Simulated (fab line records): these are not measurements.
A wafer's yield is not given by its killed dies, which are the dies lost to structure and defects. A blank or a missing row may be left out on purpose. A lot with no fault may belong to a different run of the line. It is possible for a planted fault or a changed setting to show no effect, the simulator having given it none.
Which tool is to blame? + flow nand_harc + Sampling: 24 lots, 72 wafers, 3 of 1159 route steps

== WHAT EACH GAUGE READ, for each wafer ==
NHARC_A_BLC_INSPECT_12. Usual: raw_defect_count 30, standard deviation 12.
| lot  | measured     | on                | raw_defect_count | flag |
|------|--------------|-------------------|------------------|------|
| L074 | day 17 14:05 | defect_inspect-02 | 28 30 31         |      |
| L076 | day 18 10:20 | defect_inspect-02 | 29 32 22         |      |
| L078 | day 18 15:17 | defect_inspect-02 | 36 32 28         |      |
| L075 | day 18 20:27 | defect_inspect-02 | 30 22 25         |      |
| L077 | day 19 01:09 | defect_inspect-01 | 19 21 27         |      |
| L081 | day 19 02:38 | defect_inspect-02 | 48 30 33         |      |
| L080 | day 19 16:52 | defect_inspect-02 | 13 15 15         |      |
| L082 | day 19 18:20 | defect_inspect-02 | 25 24 36         |      |
| L079 | day 19 21:02 | defect_inspect-01 | 21 13 24         |      |
| L084 | day 19 22:52 | defect_inspect-02 | 42 35 24         |      |
| L083 | day 20 00:41 | defect_inspect-01 | 22 15 24         |      |
| L086 | day 20 04:10 | defect_inspect-02 | 48 52 43         |      |
| L085 | day 20 06:06 | defect_inspect-01 | 40 46 41         |      |
| L087 | day 20 07:40 | defect_inspect-01 | 24 13 12         |      |
| L089 | day 21 00:50 | defect_inspect-01 | 20 14 12         |      |
| L091 | day 21 18:06 | defect_inspect-01 | 33 33 21         |      |
| L093 | day 21 19:23 | defect_inspect-01 | 34 23 32         |      |
| L088 | day 21 20:23 | defect_inspect-02 | 49 46 51         |      |
| L090 | day 21 23:16 | defect_inspect-02 | 35 29 35         |      |
| L092 | day 22 01:00 | defect_inspect-01 | 32 46 38         |      |
| L096 | day 22 06:09 | defect_inspect-01 | 12 20 16         |      |
| L094 | day 22 06:53 | defect_inspect-01 | 28 31 34         |      |
| L095 | day 22 13:27 | defect_inspect-02 | 57 47 50         |      |
| L097 | day 23 06:35 | defect_inspect-01 | 42 42 45         |      |

== EACH LOT AND THE TOOL THAT RAN IT (in order: tool; ch and the chambers of the sampled wafers; start) ==
| lot  | NHARC_A_CONTACT_ETCH_133             | NHARC_A_CONTACT_STRIP_82                      |
|------|--------------------------------------|-----------------------------------------------|
| L074 | har_cap_etch-02 ch 0,1, day 16 18:18 | rie_diel-13 ch 1,3, day 16 19:26              |
| L076 | har_cap_etch-02 ch 0,1, day 17 22:25 | rie_diel-12 ch 2,3, day 18 10:20 or earlier   |
| L078 | har_cap_etch-02 ch 0,1, day 18 03:34 | rie_diel-09 ch 1,2,3, day 18 15:17 or earlier |
| L075 | har_cap_etch-01 ch 1, day 18 05:11   | rie_diel-12 ch 1,2, day 18 20:27 or earlier   |
| L077 | har_cap_etch-01 ch 0,1, day 18 11:10 | rie_diel-09 ch 0,1,2, day 19 01:09 or earlier |
| L081 | har_cap_etch-02 ch 0,1, day 18 12:23 | rie_diel-12 ch 1,3, day 19 02:38 or earlier   |
| L080 | har_cap_etch-02 ch 0,1, day 18 22:55 | rie_diel-12 ch 1,3, day 19 16:52 or earlier   |
| L082 | har_cap_etch-03 ch 0,1, day 19 00:39 | rie_diel-13 ch 0,1,3, day 19 18:20 or earlier |
| L079 | har_cap_etch-02 ch 1, day 19 04:52   | rie_diel-12 ch 0,3, day 19 21:02 or earlier   |
| L084 | har_cap_etch-02 ch 0,1, day 19 09:53 | rie_diel-13 ch 0,2,3, day 19 22:52 or earlier |
| L083 | har_cap_etch-01 ch 0,1, day 19 11:49 | rie_diel-09 ch 0,2,3, day 20 00:41 or earlier |
| L086 | har_cap_etch-01 ch 1, day 19 16:08   | rie_diel-12 ch 1,3, day 20 04:10 or earlier   |
| L085 | har_cap_etch-02 ch 0,1, day 19 20:36 | rie_diel-12 ch 0,2, day 20 06:06 or earlier   |
| L087 | har_cap_etch-01 ch 0,1, day 19 21:23 | rie_diel-12 ch 0,3, day 20 07:40 or earlier   |
| L089 | har_cap_etch-01 ch 0,1, day 20 10:07 | rie_diel-13 ch 0,2,3, day 21 00:50 or earlier |
| L091 | har_cap_etch-03 ch 0,1, day 21 01:26 | rie_diel-12 ch 1,2, day 21 18:06 or earlier   |
| L093 | har_cap_etch-02 ch 0,1, day 21 03:35 | rie_diel-12 ch 0,2,3, day 21 19:23 or earlier |
| L088 | har_cap_etch-01 ch 0,1, day 21 04:56 | rie_diel-09 ch 0,1,3, day 21 20:23 or earlier |
| L090 | har_cap_etch-01 ch 0,1, day 21 08:47 | rie_diel-12 ch 0,1,2, day 21 23:16 or earlier |
| L092 | har_cap_etch-03 ch 0,1, day 21 10:35 | rie_diel-13 ch 0,1,3, day 22 01:00 or earlier |
| L096 | har_cap_etch-01 ch 0,1, day 21 19:11 | rie_diel-13 ch 0,2,3, day 22 06:09 or earlier |
| L094 | har_cap_etch-03 ch 0,1, day 21 19:38 | rie_diel-09 ch 0,1, day 22 06:53 or earlier   |
| L095 | har_cap_etch-02 ch 0,1, day 22 00:30 | rie_diel-12 ch 0,1,3, day 22 13:27 or earlier |
| L097 | har_cap_etch-03 ch 0,1, day 22 19:34 | rie_diel-12 ch 0,2,3, day 23 06:35 or earlier |
- NHARC_A_CONTACT_ETCH_133: etches the open film in C4F8/O2/Ar, time 195 s, target depth 840 nm.
- NHARC_A_CONTACT_STRIP_82: strips in O2.

== WHAT THE TOOLS THEMSELVES READ (means of the sampled wafers that have a number; where no wafer has one, the mark that the record gives instead) ==
NHARC_A_CONTACT_ETCH_133. Usual: oes_air_line_au 1.003 a.u., standard deviation 0.019.
| lot  | tool            | oes_air_line_au (a.u.) | flag |
|------|-----------------|------------------------|------|
| L074 | har_cap_etch-02 | 1.014                  |      |
| L076 | har_cap_etch-02 | 1.018                  |      |
| L078 | har_cap_etch-02 | 0.994                  |      |
| L075 | har_cap_etch-01 | 1.022                  |      |
| L077 | har_cap_etch-01 | 0.993                  |      |
| L081 | har_cap_etch-02 | 1.009                  |      |
| L080 | har_cap_etch-02 | 0.998                  |      |
| L082 | har_cap_etch-03 | 1.014                  |      |
| L079 | har_cap_etch-02 | 1.002                  |      |
| L084 | har_cap_etch-02 | 1.016                  |      |
| L083 | har_cap_etch-01 | 1.026                  |      |
| L086 | har_cap_etch-01 | 0.994                  |      |
| L085 | har_cap_etch-02 | 1.000                  |      |
| L087 | har_cap_etch-01 | 1.031                  |      |
| L089 | har_cap_etch-01 | 1.014                  |      |
| L091 | har_cap_etch-03 | 1.001                  |      |
| L093 | har_cap_etch-02 | 1.005                  |      |
| L088 | har_cap_etch-01 | 0.983                  |      |
| L090 | har_cap_etch-01 | 1.009                  |      |
| L092 | har_cap_etch-03 | 0.994                  |      |
| L096 | har_cap_etch-01 | 1.000                  |      |
| L094 | har_cap_etch-03 | 0.997                  |      |
| L095 | har_cap_etch-02 | 0.991                  |      |
| L097 | har_cap_etch-03 | 1.001                  |      |

NHARC_A_CONTACT_STRIP_82. Usual: drypump_motor_current_A 5.8 A, standard deviation 0.47; oes_product_au 1.001 a.u., standard deviation 0.0093; rf_vpp_V 57.9 V, standard deviation 0.87; showerhead_plenum_p_Torr 3.59 Torr, standard deviation 0.13; throttle_valve_pct 17.037 %, standard deviation 0.0099.
| lot  | tool        | drypump_motor_current_A (A) | oes_product_au (a.u.) | rf_vpp_V (V) | showerhead_plenum_p_Torr (Torr) | throttle_valve_pct (%) | flag |
|------|-------------|-----------------------------|-----------------------|--------------|---------------------------------|------------------------|------|
| L074 | rie_diel-13 | 5.5                         | 1.006                 | 57.5         | 3.58                            | 17.035                 |      |
| L076 | rie_diel-12 | 6.0                         | 1.004                 | 57.0         | 3.73                            | 17.037                 |      |
| L078 | rie_diel-09 | 5.8                         | 1.006                 | 58.4         | 3.57                            | 17.045                 |      |
| L075 | rie_diel-12 | 6.2                         | 1.005                 | 58.3         | 3.67                            | 17.044                 |      |
| L077 | rie_diel-09 | 6.0                         | 0.996                 | 56.7         | 3.47                            | 17.040                 |      |
| L081 | rie_diel-12 | 5.6                         | 0.999                 | 58.0         | 3.67                            | 17.036                 |      |
| L080 | rie_diel-12 | 5.9                         | 0.991                 | 58.0         | 3.65                            | 17.030                 |      |
| L082 | rie_diel-13 | 5.7                         | 0.999                 | 58.2         | 3.60                            | 17.038                 |      |
| L079 | rie_diel-12 | 5.3                         | 0.990                 | 58.5         | 3.61                            | 17.047                 |      |
| L084 | rie_diel-13 | 5.9                         | 1.002                 | 57.9         | 3.46                            | 17.044                 |      |
| L083 | rie_diel-09 | 5.5                         | 1.004                 | 57.6         | 3.67                            | 17.032                 |      |
| L086 | rie_diel-12 | 5.9                         | 1.001                 | 57.5         | 3.65                            | 17.033                 |      |
| L085 | rie_diel-12 | 5.6                         | 1.004                 | 57.4         | 3.57                            | 17.038                 |      |
| L087 | rie_diel-12 | 5.3                         | 1.000                 | 57.2         | 3.55                            | 17.039                 |      |
| L089 | rie_diel-13 | 5.9                         | 0.993                 | 57.7         | 3.46                            | 17.035                 |      |
| L091 | rie_diel-12 | 6.2                         | 1.006                 | 58.2         | 3.67                            | 17.042                 |      |
| L093 | rie_diel-12 | 5.6                         | 1.013                 | 58.8         | 3.63                            | 17.033                 |      |
| L088 | rie_diel-09 | 6.0                         | 0.986                 | 58.3         | 3.61                            | 17.030                 |      |
| L090 | rie_diel-12 | 6.0                         | 1.001                 | 57.7         | 3.62                            | 17.030                 |      |
| L092 | rie_diel-13 | 5.7                         | 1.010                 | 57.9         | 3.59                            | 17.035                 |      |
| L096 | rie_diel-13 | 5.9                         | 1.002                 | 58.0         | 3.45                            | 17.029                 |      |
| L094 | rie_diel-09 | 6.1                         | 0.997                 | 58.3         | 3.68                            | 17.037                 |      |
| L095 | rie_diel-12 | 5.6                         | 1.001                 | 58.7         | 3.59                            | 17.032                 |      |
| L097 | rie_diel-12 | 5.6                         | 1.004                 | 57.7         | 3.62                            | 17.035                 |      |

== THE ANSWER, worked out from the rows above alone ==
Rule: take the mean of a lot's wafers that have a number; if it is more than 3 standard deviations from the usual mean, the lot is off. Also off: a lot with no number at a reading for which 4 or more lots have one. Any other lot the step has rows for is counted as sound. The gauges are gone through in route order, then the tools' own readings, and for those a lot's mean is taken as printed above. At the first step where some lot is off, the reading lying furthest off is the one used; lots without a number count as furthest.
No lot is off at any reading shown: from this, nothing can be told.

== WHAT THE SIMULATOR HAD INSERTED ==
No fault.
